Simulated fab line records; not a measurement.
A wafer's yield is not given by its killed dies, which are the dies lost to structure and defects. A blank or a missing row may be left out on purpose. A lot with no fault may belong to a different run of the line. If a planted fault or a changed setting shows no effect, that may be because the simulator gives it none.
Chamber matching	flow nandHarc	4 sister chambers for NHARC_A_STAIRCASE_TRIM_196 on rieDiel-08
The step chemistry O2, time 211.2 s. 8 wafers are shown with their chamber, then 7 later ones without.

## WAFERS WITH THEIR CHAMBER
wafer	chamber	showerheadPlenumPTorr (Torr)	rfVppV (V)
L075.5	2	3.56	57.1
L080.6	2	3.55	57.0
L081.2	1	3.77	58.4
L085.4	1	3.76	59.7
L085.5	0	3.56	57.1
L085.6	3	3.77	57.9
L089.1	0	3.55	57.0
L089.3	3	3.76	58.7

## WAFERS WITHOUT THEIR CHAMBER
wafer	showerheadPlenumPTorr (Torr)	rfVppV (V)
L089.6	3.55	56.1
L094.1	3.52	57.4
L094.2	3.75	58.6
L094.5	3.52	57.5
L096.3	3.73	57.3
L096.5	3.51	57.6
L096.6	3.74	59.0

## THE CHAMBER EACH PASSED THROUGH
wafer	from the rows above	in truth
L089.6	can't be placed: 0 or 2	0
L094.1	can't be placed: 0 or 2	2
L094.2	can't be placed: 3 or 1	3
L094.5	can't be placed: 0 or 2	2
L096.3	can't be placed: 3 or 1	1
L096.5	can't be placed: 0 or 2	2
L096.6	can't be placed: 1 or 3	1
Placed correctly: 0 of 7. Cannot be placed on the basis of these rows: 7; the candidates contain the true chamber in 7. Placed wrongly: 0.
How it was worked out, from the rows above alone: a wafer's distance from a chamber is the root of the sum, over the readings, of the square of ((its reading less the chamber's mean) divided by the reading's scatter). If the next closest chamber is less than 2 further off than the closest, the wafer can't be placed; otherwise it belongs to the closest. For every chamber, the mean is computed from those of its wafers that are shown. The scatter: the root of (the sum of the squares of (reading less its chamber's mean) over the shown wafers, divided by (wafers less chambers)).
